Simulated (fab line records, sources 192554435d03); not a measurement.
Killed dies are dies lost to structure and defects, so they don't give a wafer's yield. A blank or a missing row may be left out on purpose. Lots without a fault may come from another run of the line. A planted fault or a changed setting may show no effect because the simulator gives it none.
fab line records | flow n5_finfet
record lots=5 wafers=15 last_day=17
route steps=1938 shown BEOL_M9@1414
lots that met no fault: from a run of the same line without faults
start_h: hours from the record's first day to the start of the lot's first wafer shown | wait_h: hours since the lot's step before | " the same as in the row above | L1.1+2: a row that stands for several wafers | - no value, or no start given | * or withheld: withheld | < > ~ a bound
route shown NAME@n: a module of which the file shows steps, and the number in the route of the first | usual: mean/standard deviation of fault-free wafers | same: alike in all rows | chamber/n: place in a boat | sites: the reading at each site | _std_site: their standard deviation | _edge_site: outer sites' mean less inner sites' | radius_mm: how far each site lies from the wafer's centre | mask NAME#n: copy n | behind: the tool/chamber that last shaped the wafer | hold: why the lot was held/for how many hours/how that ended | device: the transistor (n, p or np) that didn't switch | end of line: the same wafers' tests at the end of the route | a step without rows: its recipe alone | killed: dies lost to structure and defects at the first sort, not the wafer's yield | map: a wafer's dies, x killed, . not, _ none there
set.NAME: the setting as run; set.NAME@STEP: as run at that earlier step | model.NAME: the simulator's own value behind a step, which no gauge read
lots at some steps of the route; a table a step, a row a wafer
services: from which hour (start_h, from the record's first day; less than 0 if before it) a tool's chamber was out of use, for how many hours, and why
## steps
# step N5_BEOL_M9_CD_MEAS_11
# recipe target_cd_nm=64.1 landing_energy_ev=500 detector=se_inlens polarity=opening
# usual cd_nm=64.1/0.55
# columns lot.wafer tool chamber start_h wait_h cd_nm
L074.1 cd_sem-02 0 226.38 - 63.1
L074.3 " 0 " " 64.7
L074.4 " 0 " " 64.3
L080.1 cd_sem-02 0 241.95 - 64.2
L080.2 " 0 " " 64.3
L080.6 " 0 " " 64.2
L078.3 cd_sem-02 0 244.09 - 63.8
L078.4 " 0 " " 63.9
L078.5 " 0 " " 63.5
L093.1 cd_sem-01 0 341.88 - 64.5
L093.5 " 0 " " 64.5
L093.6 " 0 " " 65.4
L096.1 cd_sem-03 0 356.07 - 63.3
L096.4 " 0 " " 62.7
L096.6 " 0 " " 64.1
# step N5_BEOL_M9_OVL_MEAS_12
# recipe points_per_wafer=44
# usual M9_OVL=0.4/0.8
# columns lot.wafer tool chamber start_h wait_h M9_OVL[nm]
L074.1 overlay-01 0 226.41 0.0 -0.2
L074.3 " 0 " " 0.0
L074.4 " 0 " " 0.8
L080.1 overlay-02 0 241.98 0.0 0.7
L080.2 " 0 " " 0.7
L080.6 " 0 " " 0.6
L078.3 overlay-01 0 244.12 0.0 1.5
L078.4 " 0 " " -0.3
L078.5 " 0 " " 0.7
L093.1 overlay-02 0 341.91 0.0 0.7
L093.5 " 0 " " 0.7
L093.6 " 0 " " -0.3
L096.1 overlay-01 0 356.11 0.0 -1.4
L096.4 " 0 " " -0.4
L096.6 " 0 " " -0.6
# step N5_BEOL_M9_INSPECT_13
# recipe mode=adi inspect_instrument=brightfield
# usual raw_defect_count=442/100
# columns lot.wafer tool chamber start_h wait_h raw_defect_count
L074.1 defect_inspect-01 - 226.44 0.0 683
L074.3 " - " " 736
L074.4 " - " " 551
L080.1 defect_inspect-02 - 242.00 0.0 267
L080.2 " - " " 661
L080.6 " - " " 479
L078.3 defect_inspect-01 - 244.14 0.0 320
L078.4 " - " " 376
L078.5 " - " " 296
L093.1 defect_inspect-02 - 341.93 0.0 358
L093.5 " - " " 414
L093.6 " - " " 412
L096.1 defect_inspect-02 - 356.13 0.0 476
L096.4 " - " " 417
L096.6 " - " " 472
# step N5_BEOL_M9_DESCUM_16
# recipe chemistry=O2 time_s=7.9 source_power_w=50 bias_power_w=20 pressure_mtorr=20 rf_frequency_hz=2.712e+07 temp_c=40 resist=CAR-ArF o2_flow_sccm=225
# usual drypump_motor_current_A=5.7/0.56 oes_product_au=0.78/0.09 rf_fwd_power_W=49.42/0.26 rf_vpp_V=242.8/1.3 showerhead_plenum_p_Torr=2.07/0.071 throttle_valve_pct=20.3/0.31
# columns lot.wafer tool chamber start_h wait_h drypump_motor_current_A oes_product_au rf_fwd_power_W rf_hours_counter_h rf_vpp_V showerhead_plenum_p_Torr throttle_valve_pct
L074.1 rie_diel-02 2 226.60 0.2 4.7 0.91 49.12 16 243.9 2.14 20.3
L074.3 " 0 " " 5.8 0.68 49.15 236 245.3 2.16 21.1
L074.4 " 1 " " 6.6 0.68 49.42 216 245.3 2.16 20.7
L080.1 rie_diel-04 1 242.03 0.0 5.3 0.82 49.66 101 242.7 2.02 20.1
L080.2 " 3 " " 6.2 0.71 49.53 223 242.5 2.04 20.2
L080.6 " 0 " " 5.9 0.73 49.45 - 240.9 1.92 20.4
L078.3 rie_diel-02 3 244.22 0.1 6.6 0.85 49.33 66 240.8 2.03 19.9
L078.4 " 1 " " 6.6 0.68 49.29 222 243.9 2.16 20.7
L078.5 " 1 " " 6.6 0.68 49.50 - 243.6 2.16 20.7
L093.1 rie_diel-02 2 342.69 0.8 4.7 0.85 48.89 53 244.2 2.13 20.4
L093.5 " 3 " " 6.6 0.81 49.40 - 242.4 2.02 20.0
L093.6 " 2 " " 4.7 0.84 48.78 - 243.1 2.13 20.4
L096.1 rie_diel-04 1 356.16 0.0 5.3 0.77 49.48 138 241.1 2.01 20.1
L096.4 " 2 " " 5.2 0.71 49.39 202 242.6 2.09 20.2
L096.6 " 3 " " 6.3 0.98 49.83 - 241.8 2.03 19.9
# step N5_BEOL_M9_ETCH_61
# recipe chemistry=CF4 target=SiARC target_depth_a=390 mask_material=CAR-ArF time_s=65 ion_energy_ev=80 pressure_mtorr=40 source_w=545 bias_w=36 Ar_flow_sccm=100 cf4_flow_sccm=100 ends=cleared
# usual cf4_flow_sccm=100.0/0.33 drypump_motor_current_A=5.7/0.56 etch_rf_on_time_s=65.3/1.1 oes_product_au=0.66/0.075 rf_fwd_power_W=538.6/2.9 rf_vpp_V=183.8/1.1 showerhead_plenum_p_Torr=2.12/0.068 throttle_valve_pct=15.53/0.28
# columns lot.wafer tool chamber start_h wait_h cf4_flow_sccm drypump_motor_current_A etch_rf_on_time_s oes_product_au rf_fwd_power_W rf_hours_counter_h rf_vpp_V showerhead_plenum_p_Torr throttle_valve_pct
L074.1 rie_diel-02 2 226.63 0.0 100.7 4.6 63.4 0.78 534.2 16 184.2 2.20 15.49
L074.3 " 0 " " 99.7 5.7 68.3 0.58 535.9 236 184.4 2.21 16.29
L074.4 " 1 " " 100.2 6.6 66.8 0.58 535.8 216 184.8 2.20 15.84
L080.1 rie_diel-04 1 242.07 0.0 99.9 5.3 64.5 0.70 539.8 101 183.6 2.07 15.25
L080.2 " 3 " " 99.7 6.2 64.7 0.60 544.4 223 183.4 2.12 15.66
L080.6 " 0 " " 100.0 5.9 65.1 0.63 540.4 - 181.9 1.97 15.61
L078.3 rie_diel-02 3 244.25 0.0 100.3 6.6 64.1 0.73 542.0 66 182.9 2.09 15.22
L078.4 " 1 " " 100.1 6.6 66.3 0.58 537.3 222 184.1 2.19 15.87
L078.5 " 1 " " 100.1 6.6 66.7 0.57 536.4 - 184.9 2.19 15.84
L093.1 rie_diel-02 2 342.72 0.0 99.8 4.6 62.1 0.74 534.3 53 186.4 2.19 15.58
L093.5 " 3 " " 100.0 6.6 63.3 0.69 542.1 - 183.2 2.08 15.28
L093.6 " 2 " " 99.6 4.6 62.5 0.74 534.8 - 185.1 2.19 15.56
L096.1 rie_diel-04 1 356.20 0.0 100.0 5.3 65.1 0.66 540.9 138 184.3 2.05 15.32
L096.4 " 2 " " 99.6 5.2 66.4 0.60 540.2 202 183.5 2.12 15.34
L096.6 " 3 " " 100.1 6.3 65.4 0.84 540.1 - 183.3 2.11 15.24
# step N5_BEOL_M9_ETCH_62
# recipe chemistry=N2/H2 target=SOC target_depth_a=1100 overetch_a=220 mask_material=SiARC temp_c=40 time_s=165 ion_energy_ev=200 pressure_mtorr=30 source_w=840 bias_w=150 n2_flow_sccm=200 h2_flow_sccm=200
# usual drypump_motor_current_A=5.8/0.56 oes_product_au=0.66/0.07 rf_fwd_power_W=837.3/2.6 rf_vpp_V=523.0/2.5 showerhead_plenum_p_Torr=2.51/0.081 throttle_valve_pct=17.76/0.29
# columns lot.wafer tool chamber start_h wait_h drypump_motor_current_A oes_product_au rf_fwd_power_W rf_hours_counter_h rf_vpp_V showerhead_plenum_p_Torr throttle_valve_pct
L074.1 rie_diel-02 2 226.68 0.0 4.6 0.76 832.6 16 525.2 2.59 17.64
L074.3 " 0 " " 5.8 0.59 836.2 236 525.8 2.63 18.49
L074.4 " 1 " " 6.6 0.58 836.0 216 526.7 2.63 18.15
L080.1 rie_diel-04 1 242.12 0.0 5.3 0.69 833.4 101 522.3 2.46 17.58
L080.2 " 3 " " 6.3 0.61 837.2 223 524.6 2.50 17.80
L080.6 " 0 " " 5.9 0.63 837.3 - 518.1 2.36 17.89
L078.3 rie_diel-02 3 244.30 0.0 6.6 0.70 837.5 66 520.1 2.46 17.28
L078.4 " 1 " " 6.6 0.58 837.8 222 526.8 2.63 18.14
L078.5 " 1 " " 6.6 0.58 832.1 - 524.8 2.63 18.14
L093.1 rie_diel-02 2 342.77 0.0 4.7 0.72 836.4 53 524.2 2.58 17.67
L093.5 " 3 " " 6.6 0.68 839.4 - 521.0 2.44 17.33
L093.6 " 2 " " 4.7 0.71 833.4 - 524.3 2.58 17.69
L096.1 rie_diel-04 1 356.25 0.0 5.3 0.66 831.6 138 521.6 2.44 17.63
L096.4 " 2 " " 5.2 0.60 837.5 202 523.7 2.51 17.60
L096.6 " 3 " " 6.3 0.84 840.0 - 521.3 2.49 17.43
# step N5_BEOL_M9_STRIP_68
# recipe chemistry=N2/H2 temp_c=40 n2_flow_sccm=200 h2_flow_sccm=200 rf_frequency_hz=6e+07
# columns lot.wafer tool chamber start_h wait_h
L074.1+3+4 rie_diel-02 2,0,1 226.82 0.1
L080.1+2+6 rie_diel-04 1,3,0 242.26 0.1
L078.3+4+5 rie_diel-02 3,1,1 244.44 0.1
L093.1+5+6 rie_diel-02 2,3,2 342.91 0.1
L096.1+4+6 rie_diel-04 1,2,3 356.38 0.1
# step N5_BEOL_M9_STRIP_67
# recipe chemistry=CF4 resist=SiARC power_w=300 bias_power_w=75 pressure_mtorr=50 cf4_flow_sccm=150 rf_frequency_hz=6e+07
# usual cf4_flow_sccm=150.0/0.41 drypump_motor_current_A=5.7/0.56 oes_product_au=0.78/0.082 rf_vpp_V=270.8/1.3 showerhead_plenum_p_Torr=1.78/0.056 throttle_valve_pct=13.52/0.29
# columns lot.wafer tool chamber start_h wait_h cf4_flow_sccm drypump_motor_current_A oes_product_au rf_hours_counter_h rf_vpp_V showerhead_plenum_p_Torr throttle_valve_pct
L074.1 rie_diel-02 2 226.83 0.0 149.6 4.7 0.90 16 271.6 1.84 13.40
L074.3 " 0 " " 150.7 5.8 0.69 236 272.0 1.86 14.27
L074.4 " 1 " " 150.0 6.6 0.69 217 271.7 1.85 13.87
L080.1 rie_diel-04 1 242.27 0.0 149.8 5.3 0.82 102 269.8 1.74 13.26
L080.2 " 3 " " 149.8 6.3 0.72 223 270.9 1.78 13.65
L080.6 " 0 " " 149.9 5.9 0.73 - 269.9 1.66 13.63
L078.3 rie_diel-02 3 244.45 0.0 149.6 6.6 0.84 66 270.6 1.75 13.18
L078.4 " 1 " " 149.5 6.6 0.69 222 272.5 1.84 13.88
L078.5 " 1 " " 149.5 6.6 0.69 - 272.1 1.84 13.90
L093.1 rie_diel-02 2 342.92 0.0 150.0 4.6 0.84 53 270.6 1.83 13.47
L093.5 " 3 " " 149.6 6.7 0.80 - 270.5 1.74 13.26
L093.6 " 2 " " 150.6 4.7 0.84 - 271.5 1.83 13.48
L096.1 rie_diel-04 1 356.39 0.0 150.4 5.3 0.78 138 271.2 1.73 13.33
L096.4 " 2 " " 150.4 5.2 0.71 202 270.0 1.77 13.36
L096.6 " 3 " " 150.2 6.2 0.98 - 271.0 1.77 13.16
# step N5_BEOL_M9_HM_OPEN_17
# recipe chemistry=Cl2/BCl3 target_depth_a=200 overetch_a=60 target=TiN mask_material=SOC ion_energy_ev=150 pressure_mtorr=10 icp_w=1000 bias_w=126 Cl2_flow_sccm=53.25 bcl3_flow_sccm=21.75 Ar_flow_sccm=25
# usual drypump_motor_current_A=6.10/0.26 oes_product_au=0.67/0.081 rf_fwd_power_W=993/3.5 throttle_valve_pct=22.11/0.22
# columns lot.wafer tool chamber start_h wait_h drypump_motor_current_A oes_product_au rf_fwd_power_W rf_hours_counter_h throttle_valve_pct
L074.1 rie_metal-01 1 226.87 0.0 6.29 0.71 993 24 21.71
L074.3 " 1 " " 6.30 0.71 993 - 21.71
L074.4 " 0 " " 6.21 0.57 988 - 22.24
L080.1 rie_metal-01 1 242.31 0.0 6.31 0.71 993 26 21.71
L080.2 " 0 " " 6.25 0.57 987 102 22.25
L080.6 " 1 " " 6.30 0.71 999 - 21.72
L078.3 rie_metal-01 0 244.52 0.1 6.25 0.57 997 - 22.23
L078.4 " 1 " " 6.29 0.70 997 - 21.72
L078.5 " 1 " " 6.30 0.70 998 - 21.72
L093.1 rie_metal-02 1 342.96 0.0 5.92 0.68 991 30 22.21
L093.5 " 0 " " 5.94 0.78 990 - 22.10
L093.6 " 1 " " 5.91 0.68 989 - 22.20
L096.1 rie_metal-01 1 356.44 0.0 6.30 0.67 994 38 21.74
L096.4 " 1 " " 6.30 0.67 999 - 21.75
L096.6 " 1 " " 6.30 0.67 997 - 21.74
# step N5_BEOL_M9_STRIP_19
# recipe chemistry=O2 power_w=400 temp_c=40 pressure_mtorr=30 rf_frequency_hz=6e+07 bias_power_w=0 overash_fraction=0.2 o2_flow_sccm=225
# usual drypump_motor_current_A=5.7/0.5 oes_product_au=0.77/0.083 rf_vpp_V=3.6/0.58 showerhead_plenum_p_Torr=2.06/0.066 throttle_valve_pct=16.55/0.27
# same overash_fraction=0.2
# columns lot.wafer tool chamber start_h wait_h drypump_motor_current_A oes_product_au rf_hours_counter_h rf_vpp_V showerhead_plenum_p_Torr throttle_valve_pct
L074.1 rie_diel-04 0 226.98 0.1 5.9 0.73 146 3.8 1.93 16.67
L074.3 " 1 " " 5.3 0.81 97 3.8 2.03 16.32
L074.4 " 2 " " 5.2 0.73 163 3.5 2.11 16.43
L080.1 rie_diel-04 2 242.42 0.1 5.1 0.73 167 3.8 2.11 16.44
L080.2 " 3 " " 6.3 0.72 223 4.2 2.05 16.57
L080.6 " 2 " " 5.2 0.74 - 3.0 2.11 16.43
L078.3 rie_diel-04 0 244.60 0.1 5.9 0.74 151 3.4 1.92 16.66
L078.4 " 1 " " 5.3 0.80 102 3.0 2.03 16.32
L078.5 " 3 " " 6.2 0.71 - 4.3 2.05 16.54
L093.1 rie_diel-04 1 343.07 0.1 5.3 0.79 133 3.3 2.02 16.38
L093.5 " 0 " " 5.9 0.71 - 4.1 1.91 16.72
L093.6 " 1 " " 5.3 0.79 - 2.9 2.02 16.37
L096.1 rie_diel-03 3 356.64 0.2 5.8 0.73 152 4.3 2.09 16.53
L096.4 " 3 " " 5.8 0.73 - 3.9 2.09 16.52
L096.6 " 0 " " 5.1 0.92 - 4.0 2.06 16.66
# step N5_BEOL_M9_CD_MEAS_18
# recipe pitch_nm=140 target_cd_nm=70
# usual cd_nm=70.1/0.61
# columns lot.wafer tool chamber start_h wait_h cd_nm
L074.1 cd_sem-01 - 227.05 0.0 69.3
L074.3 " - " " 70.7
L074.4 " - " " 70.2
L080.1 cd_sem-03 - 242.49 0.0 70.5
L080.2 " - " " 70.6
L080.6 " - " " 70.5
L078.3 cd_sem-01 - 244.67 0.1 69.6
L078.4 " - " " 69.9
L078.5 " - " " 69.6
L093.1 cd_sem-01 - 343.14 0.0 70.7
L093.5 " - " " 70.1
L093.6 " - " " 71.4
L096.1 cd_sem-03 - 356.71 0.0 69.0
L096.4 " - " " 69.5
L096.6 " - " " 70.1
# step N5_BEOL_M9_COAT_63
# recipe resist=SOC temp_c=250 time_s=60 spin_rpm=1500 resist_thk_nm=60
# usual exhaust_pa=44.9/0.84
# columns lot.wafer tool chamber start_h wait_h exhaust_pa
L074.1 litho_track-03 0 227.71 0.7 44.7
L074.3 " 0 " " 43.4
L074.4 " 0 " " 43.9
L080.1 litho_track-02 0 242.52 0.0 45.1
L080.2 " 0 " " 44.4
L080.6 " 0 " " 45.1
L078.3 litho_track-04 0 245.93 1.3 45.7
L078.4 " 0 " " 46.6
L078.5 " 0 " " 46.1
L093.1 litho_track-04 0 346.97 3.8 44.4
L093.5 " 0 " " 45.7
L093.6 " 0 " " 43.8
L096.1 litho_track-02 0 359.87 3.2 43.6
L096.4 " 0 " " 43.7
L096.6 " 0 " " 44.2
# step N5_BEOL_M9_COAT_64
# recipe resist=SiARC temp_c=220 time_s=60 spin_rpm=1500 resist_thk_nm=12
# usual exhaust_pa=45.0/0.9
# columns lot.wafer tool chamber start_h wait_h exhaust_pa
L074.1 litho_track-03 0 - - 44.4
L074.3 " 0 " " 45.7
L074.4 " 0 " " 45.4
L080.1 litho_track-02 0 - - 46.6
L080.2 " 0 " " 44.2
L080.6 " 0 " " 43.3
L078.3 litho_track-04 0 - - 44.9
L078.4 " 0 " " 45.0
L078.5 " 0 " " 45.1
L093.1 litho_track-04 0 - - 45.5
L093.5 " 0 " " 47.1
L093.6 " 0 " " 46.3
L096.1 litho_track-02 0 - - 45.0
L096.4 " 0 " " 45.2
L096.6 " 0 " " 46.1
# step N5_BEOL_M9_COAT_75
# recipe resist=underlayer temp_c=205 time_s=60 spin_rpm=1500 resist_thk_nm=5
# usual exhaust_pa=44.9/1
# columns lot.wafer tool chamber start_h wait_h exhaust_pa
L074.1 litho_track-03 0 - - 43.0
L074.3 " 0 " " 44.2
L074.4 " 0 " " 44.5
L080.1 litho_track-02 0 - - 45.4
L080.2 " 0 " " 44.5
L080.6 " 0 " " 45.6
L078.3 litho_track-04 0 - - 44.2
L078.4 " 0 " " 42.8
L078.5 " 0 " " 44.1
L093.1 litho_track-04 0 - - 44.8
L093.5 " 0 " " 44.4
L093.6 " 0 " " 45.2
L096.1 litho_track-02 0 - - 45.2
L096.4 " 0 " " 45.3
L096.6 " 0 " " 45.9
# step N5_BEOL_M9_COAT_22
# recipe resist=CAR-EUV spin_rpm=1500 resist_thk_nm=30
# usual exhaust_pa=44.8/0.95
# columns lot.wafer tool chamber start_h wait_h exhaust_pa
L074.1 litho_track-03 0 - - 46.1
L074.3 " 0 " " 45.3
L074.4 " 0 " " 47.0
L080.1 litho_track-02 0 - - 46.2
L080.2 " 0 " " 44.5
L080.6 " 0 " " 45.5
L078.3 litho_track-04 0 - - 44.2
L078.4 " 0 " " 43.3
L078.5 " 0 " " 43.4
L093.1 litho_track-04 0 - - 45.9
L093.5 " 0 " " 46.7
L093.6 " 0 " " 46.9
L096.1 litho_track-02 0 - - 44.7
L096.4 " 0 " " 44.9
L096.6 " 0 " " 43.6
# step N5_BEOL_M9_EBR_24
# recipe solvent=PGMEA ebr_width_mm=1.5
# usual exhaust_pa=45.0/0.91
# columns lot.wafer tool chamber start_h wait_h exhaust_pa
L074.1 litho_track-03 0 - - 45.2
L074.3 " 0 " " 44.9
L074.4 " 0 " " 45.0
L080.1 litho_track-02 0 - - 45.4
L080.2 " 0 " " 44.5
L080.6 " 0 " " 45.8
L078.3 litho_track-04 0 - - 45.0
L078.4 " 0 " " 45.2
L078.5 " 0 " " 45.5
L093.1 litho_track-04 0 - - 44.8
L093.5 " 0 " " 43.9
L093.6 " 0 " " 44.8
L096.1 litho_track-02 0 - - 47.6
L096.4 " 0 " " 47.5
L096.6 " 0 " " 46.4
# step N5_BEOL_M9_SOFTBAKE_23
# recipe temp_c=110 time_s=60 resist=CAR-EUV
# usual exhaust_pa=45.0/0.89
# columns lot.wafer tool chamber start_h wait_h exhaust_pa
L074.1 litho_track-03 0 - - 43.7
L074.3 " 0 " " 44.2
L074.4 " 0 " " 44.1
L080.1 litho_track-02 0 - - 44.1
L080.2 " 0 " " 44.8
L080.6 " 0 " " 43.3
L078.3 litho_track-04 0 - - 46.4
L078.4 " 0 " " 47.7
L078.5 " 0 " " 46.4
L093.1 litho_track-04 0 - - 44.9
L093.5 " 0 " " 46.2
L093.6 " 0 " " 45.1
L096.1 litho_track-02 0 - - 43.2
L096.4 " 0 " " 43.9
L096.6 " 0 " " 44.8
# step N5_BEOL_M9_EXPOSE_25
# recipe mask_id=V8 na=0.33 source_shape=annular sigma_inner=0.4 sigma_outer=0.8 polarization=unpolarized dose_mj=37.25
# usual focus_offset_nm=-0.1/0.51
# columns lot.wafer tool chamber start_h wait_h mask focus_offset_nm
L074.1 euv_scanner-02 0 227.97 - V8#0 -1.1
L074.3 " 0 " " V8#0 -1.3
L074.4 " 0 " " V8#0 -0.6
L080.1 euv_scanner-02 0 242.78 - V8#0 -0.6
L080.2 " 0 " " V8#0 -0.2
L080.6 " 0 " " V8#0 -0.7
L078.3 euv_scanner-02 0 246.12 - V8#0 -0.8
L078.4 " 0 " " V8#0 0.4
L078.5 " 0 " " V8#0 0.3
L093.1 euv_scanner-02 0 347.31 - V8#0 -0.6
L093.5 " 0 " " V8#0 0.0
L093.6 " 0 " " V8#0 -0.2
L096.1 euv_scanner-02 0 360.01 - V8#0 -0.1
L096.4 " 0 " " V8#0 0.4
L096.6 " 0 " " V8#0 0.7
# step N5_BEOL_M9_PEB_26
# recipe peb_temp_c=100 peb_time_s=60 resist=CAR-EUV
# usual exhaust_pa=45.0/0.8
# columns lot.wafer tool chamber start_h wait_h exhaust_pa
L074.1 litho_track-02 0 228.03 0.1 44.4
L074.3 " 0 " " 44.4
L074.4 " 0 " " 45.6
L080.1 litho_track-02 0 242.85 0.1 45.8
L080.2 " 0 " " 45.6
L080.6 " 0 " " 46.2
L078.3 litho_track-02 0 246.17 0.0 46.2
L078.4 " 0 " " 44.1
L078.5 " 0 " " 44.1
L093.1 litho_track-04 0 347.37 0.1 45.0
L093.5 " 0 " " 45.4
L093.6 " 0 " " 45.1
L096.1 litho_track-02 0 360.07 0.1 44.6
L096.4 " 0 " " 43.7
L096.6 " 0 " " 44.1
# step N5_BEOL_M9_DEVELOP_27
# recipe develop_time_s=30 developer=TMAH resist=CAR-EUV rinse_liquid=surfactant_rinse dry=air_spin dev_temp_c=23
# usual exhaust_pa=45.1/0.99
# same develop_time_s=30
# columns lot.wafer tool chamber start_h wait_h exhaust_pa
L074.1 litho_track-02 0 - - 44.4
L074.3 " 0 " " 44.3
L074.4 " 0 " " 44.0
L080.1 litho_track-02 0 - - 46.4
L080.2 " 0 " " 46.8
L080.6 " 0 " " 45.5
L078.3 litho_track-02 0 - - 41.9
L078.4 " 0 " " 42.7
L078.5 " 0 " " 44.5
L093.1 litho_track-04 0 - - 44.5
L093.5 " 0 " " 46.1
L093.6 " 0 " " 46.3
L096.1 litho_track-02 0 - - 43.5
L096.4 " 0 " " 44.2
L096.6 " 0 " " 43.3
# step N5_BEOL_M9_CD_MEAS_28
# recipe target_cd_nm=70 landing_energy_ev=500 detector=se_inlens polarity=opening
# usual cd_nm=69.94/0.25
# columns lot.wafer tool chamber start_h wait_h cd_nm
L074.1 cd_sem-03 0 228.10 - 69.68
L074.3 " 0 " " 69.74
L074.4 " 0 " " 69.64
L080.1 cd_sem-03 0 242.91 - 69.59
L080.2 " 0 " " 69.43
L080.6 " 0 " " 70.00
L078.3 cd_sem-02 0 246.24 - 69.98
L078.4 " 0 " " 69.73
L078.5 " 0 " " 69.99
L093.1 cd_sem-01 0 347.44 - 70.05
L093.5 " 0 " " 69.76
L093.6 " 0 " " 69.97
L096.1 cd_sem-01 0 360.14 - 69.67
L096.4 " 0 " " 70.44
L096.6 " 0 " " 70.28
# step N5_BEOL_M9_OVL_MEAS_29
# recipe points_per_wafer=522
# usual V8_OVL=0.5/0.69
# columns lot.wafer tool chamber start_h wait_h V8_OVL[nm]
L074.1 overlay-02 0 228.13 0.0 1.3
L074.3 " 0 " " 1.3
L074.4 " 0 " " 1.1
L080.1 overlay-01 0 242.94 0.0 1.6
L080.2 " 0 " " 1.5
L080.6 " 0 " " 0.9
L078.3 overlay-01 0 246.28 0.0 1.1
L078.4 " 0 " " 0.8
L078.5 " 0 " " 0.6
L093.1 overlay-02 0 347.47 0.0 0.1
L093.5 " 0 " " 0.5
L093.6 " 0 " " 0.2
L096.1 overlay-02 0 360.17 0.0 0.5
L096.4 " 0 " " -0.8
L096.6 " 0 " " -0.5
# step N5_BEOL_M9_INSPECT_30
# recipe mode=adi inspect_instrument=brightfield
# usual raw_defect_count=436/100
# columns lot.wafer tool chamber start_h wait_h raw_defect_count
L074.1 defect_inspect-01 - 228.19 0.1 658
L074.3 " - " " 758
L074.4 " - " " 597
L080.1 defect_inspect-01 - 243.00 0.1 253
L080.2 " - " " 658
L080.6 " - " " 413
L078.3 defect_inspect-02 - 246.32 0.0 373
L078.4 " - " " 409
L078.5 " - " " 320
L093.1 defect_inspect-01 - 347.53 0.1 337
L093.5 " - " " 376
L093.6 " - " " 360
L096.1 defect_inspect-01 - 360.23 0.1 430
L096.4 " - " " 345
L096.6 " - " " 430
# step N5_BEOL_M9_DESCUM_33
# recipe chemistry=O2 time_s=7 source_power_w=50 bias_power_w=20 pressure_mtorr=20 rf_frequency_hz=2.712e+07 temp_c=40 resist=CAR-EUV o2_flow_sccm=225
# usual drypump_motor_current_A=5.8/0.58 oes_product_au=0.78/0.086 rf_fwd_power_W=49.35/0.27 rf_vpp_V=242.8/1.3 showerhead_plenum_p_Torr=2.07/0.068 throttle_valve_pct=20.3/0.3
# columns lot.wafer tool chamber start_h wait_h drypump_motor_current_A oes_product_au rf_fwd_power_W rf_hours_counter_h rf_vpp_V showerhead_plenum_p_Torr throttle_valve_pct
L074.1 rie_diel-02 3 228.22 0.0 6.6 0.85 49.69 61 242.0 2.03 19.9
L074.3 " 1 " " 6.6 0.68 49.22 217 245.4 2.16 20.7
L074.4 " 2 " " 4.6 0.91 48.80 16 243.3 2.14 20.3
L080.1 rie_diel-02 1 243.04 0.0 6.6 0.67 49.09 221 243.8 2.16 20.7
L080.2 " 2 " " 4.7 0.91 48.56 21 244.5 2.14 20.3
L080.6 " 1 " " 6.6 0.68 49.27 - 242.9 2.16 20.7
L078.3 rie_diel-03 2 246.41 0.1 5.6 0.71 49.26 223 243.8 2.09 20.9
L078.4 " 2 " " 5.6 0.71 49.57 - 243.0 2.09 20.9
L078.5 " 1 " " 6.3 0.68 48.96 - 244.0 2.14 20.2
L093.1 rie_diel-04 2 347.57 0.0 5.2 0.70 49.24 198 243.2 2.09 20.2
L093.5 " 0 " " 5.9 0.71 49.27 - 240.3 1.91 20.5
L093.6 " 1 " " 5.3 0.78 49.26 - 241.6 2.01 20.1
L096.1 rie_diel-04 2 360.26 0.0 5.2 0.70 49.30 203 244.1 2.09 20.2
L096.4 " 1 " " 5.3 0.78 49.26 139 241.6 2.01 20.1
L096.6 " 2 " " 5.2 0.70 49.15 - 242.3 2.09 20.2
# step N5_BEOL_M9_ETCH_76
# recipe chemistry=N2/H2 target=underlayer target_depth_a=65 mask_material=CAR-EUV time_s=5.2 ion_energy_ev=200 pressure_mtorr=30 source_w=840 bias_w=150 n2_flow_sccm=200 h2_flow_sccm=200 ends=cleared
# usual drypump_motor_current_A=5.8/0.58 etch_rf_on_time_s=5.21/0.094 oes_product_au=0.66/0.072 rf_fwd_power_W=819.5/2.6 rf_vpp_V=523.0/2.6 showerhead_plenum_p_Torr=2.51/0.079 throttle_valve_pct=17.76/0.27
# columns lot.wafer tool chamber start_h wait_h drypump_motor_current_A etch_rf_on_time_s oes_product_au rf_fwd_power_W rf_hours_counter_h rf_vpp_V showerhead_plenum_p_Torr throttle_valve_pct
L074.1 rie_diel-02 3 228.26 0.0 6.6 5.07 0.73 815.7 61 521.8 2.46 17.31
L074.3 " 1 " " 6.6 5.29 0.58 817.3 217 524.7 2.63 18.15
L074.4 " 2 " " 4.6 5.06 0.79 815.0 16 524.3 2.59 17.62
L080.1 rie_diel-02 1 243.07 0.0 6.6 5.32 0.57 823.1 221 525.0 2.63 18.16
L080.2 " 2 " " 4.6 5.07 0.76 821.8 21 528.3 2.59 17.66
L080.6 " 1 " " 6.6 5.28 0.58 818.8 - 526.7 2.63 18.18
L078.3 rie_diel-03 2 246.44 0.0 5.7 5.33 0.62 820.2 223 521.2 2.49 18.07
L078.4 " 2 " " 5.6 5.28 0.62 818.9 - 522.3 2.49 18.07
L078.5 " 1 " " 6.3 5.23 0.58 815.1 - 525.6 2.61 17.65
L093.1 rie_diel-04 2 347.60 0.0 5.2 5.38 0.60 816.9 198 524.5 2.52 17.62
L093.5 " 0 " " 5.9 5.31 0.62 817.7 - 517.6 2.34 17.99
L093.6 " 1 " " 5.3 5.23 0.66 816.4 - 522.7 2.44 17.67
L096.1 rie_diel-04 2 360.30 0.0 5.2 5.27 0.59 818.3 203 522.0 2.51 17.64
L096.4 " 1 " " 5.3 5.11 0.66 815.9 139 520.3 2.44 17.67
L096.6 " 2 " " 5.2 5.26 0.60 815.1 - 524.6 2.51 17.65
## services
# columns tool chamber start_h hours kind
euv_scanner-02 - 208.48 1.0 pm
rie_diel-04 1 209.51 16.5 repair
rie_diel-02 0 238.33 5.8 repair
euv_scanner-02 - 264.63 1.0 pm
rie_diel-03 - 271.55 14.6 pm
rie_diel-02 0 274.53 - clean
rie_diel-02 0 274.53 - consumable_replace:focus_ring
rie_diel-02 0 274.53 14.8 scheduled_down
rie_diel-02 0 274.53 14.8 vent_cycle
euv_scanner-02 0 288.00 - calibration
euv_scanner-02 - 288.72 0.2 repair
euv_scanner-02 - 301.91 0.5 repair
euv_scanner-02 - 313.49 4.6 pm
rie_diel-03 0 318.78 21.1 repair
rie_diel-04 0 319.25 5.6 repair
euv_scanner-02 - 320.78 1.0 pm
rie_diel-02 1 330.24 - clean
rie_diel-02 1 330.24 - consumable_replace:focus_ring
rie_diel-02 1 330.24 18.0 scheduled_down
rie_diel-02 1 330.24 18.0 vent_cycle
rie_diel-04 3 338.66 - clean
rie_diel-04 3 338.66 - consumable_replace:focus_ring
rie_diel-04 3 338.66 15.6 scheduled_down
rie_diel-04 3 338.66 15.6 vent_cycle
## key
fault none
